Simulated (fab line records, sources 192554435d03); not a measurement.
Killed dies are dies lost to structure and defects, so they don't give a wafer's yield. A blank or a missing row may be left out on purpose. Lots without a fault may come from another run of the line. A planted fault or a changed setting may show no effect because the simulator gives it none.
A struck lot beside a sound one | flow n5_finfet | 13 steps out of a route of 1938
Sound: wafers L613.1, L613.4, L613.5. Struck: wafers L619.1, L619.3, L619.6. The cause comes at the end.
At each step with rows: each side's tool, then ch and its chambers, then its first start. Under that, the readings that differ: sound wafers | struck wafers | difference of the means | sigmas: that difference in standard deviations of wafers without a fault.
alike: readings whose means differ by less than 2 such deviations, and words and numbers that are the same on both sides. not compared: withheld readings, readings that some wafer has no value for, bounds like >300 that may hide the same value, and numbers for which the record gives no deviation and whose values overlap.
The two part at a step that has a row with sigmas, a row that says differs or no value, or rows on one side only. Numbers that don't overlap but have no deviation are shown without sigmas and don't part them. A reading that every wafer of one side lacks parts them only if that side has two wafers or more.

first, 9 steps without rows for these wafers: N5_BEOL_M2_EBR_24; N5_BEOL_M2_SOFTBAKE_23 (time 60 s); N5_BEOL_M2_EXPOSE_25 (exposes mask V1, defocus 5 nm); N5_BEOL_M2_PEB_26 (peb time 60 s); N5_BEOL_M2_DEVELOP_27 (develop time 30 s); N5_BEOL_M2_DESCUM_33 (chemistry O2, time 7 s); N5_BEOL_M2_ETCH_77 (etches underlayer in N2/H2, target depth 6.5 nm, time 5.2 s); N5_BEOL_M2_ETCH_69 (etches SiARC in CF4, target depth 15.6 nm, time 26 s); N5_BEOL_M2_ALD_98 (deposits SiO2, target thk 2.5 nm, pulse time 1 s, co reactant pulse time 1 s).
N5_BEOL_M2_ETCHBACK_99: etches SiO2 in CHF3, target depth 5 nm, time 10.4 s.
  sound on rie_diel-04 ch 0,1,3, day 8 03:14; struck on rie_diel-03 ch 0,1, day 9 09:54
  no value came back on the struck wafers for any of 7 readings (CHF3_flow_sccm (sccm), bias_w (W) and others); on the sound wafers CHF3_flow_sccm (sccm) reads 11.93 12.05 11.96
  reading                                      | sound          | struck     | difference | sigmas
  model.CAR-EUV_of_BEOL_M2_COAT_22.thk_nm (nm) | 10.2 10.2 10.2 | 11.2 11 11 | +0.9       |
  not compared: rf_hours_counter_h
then, 1 step without rows for these wafers: N5_BEOL_M2_ETCH_70 (etches SOC in N2/H2, target depth 80 nm, overetch 24 nm, time 130 s).
N5_BEOL_M4_RC_MEAS_101:
  the record has rows for the sound wafers here (prober-01 ch 0, day 9 09:37) and none for the struck ones
-- the record jumps here: 6 days lie between the struck wafers' starts before and after (it left off in module BEOL_M4 and takes up again in module PASSIVATION, whose first step shown is number 1936 of the route) --
N5_PASSIVATION_PROBE_49:
  the record has rows for the struck wafers here (prober-02, day 15 05:36) and none for the sound ones

WHERE THEY PART
First at N5_BEOL_M2_ETCHBACK_99; last, within this record, at N5_PASSIVATION_PROBE_49.

WHY: what the simulator had put in
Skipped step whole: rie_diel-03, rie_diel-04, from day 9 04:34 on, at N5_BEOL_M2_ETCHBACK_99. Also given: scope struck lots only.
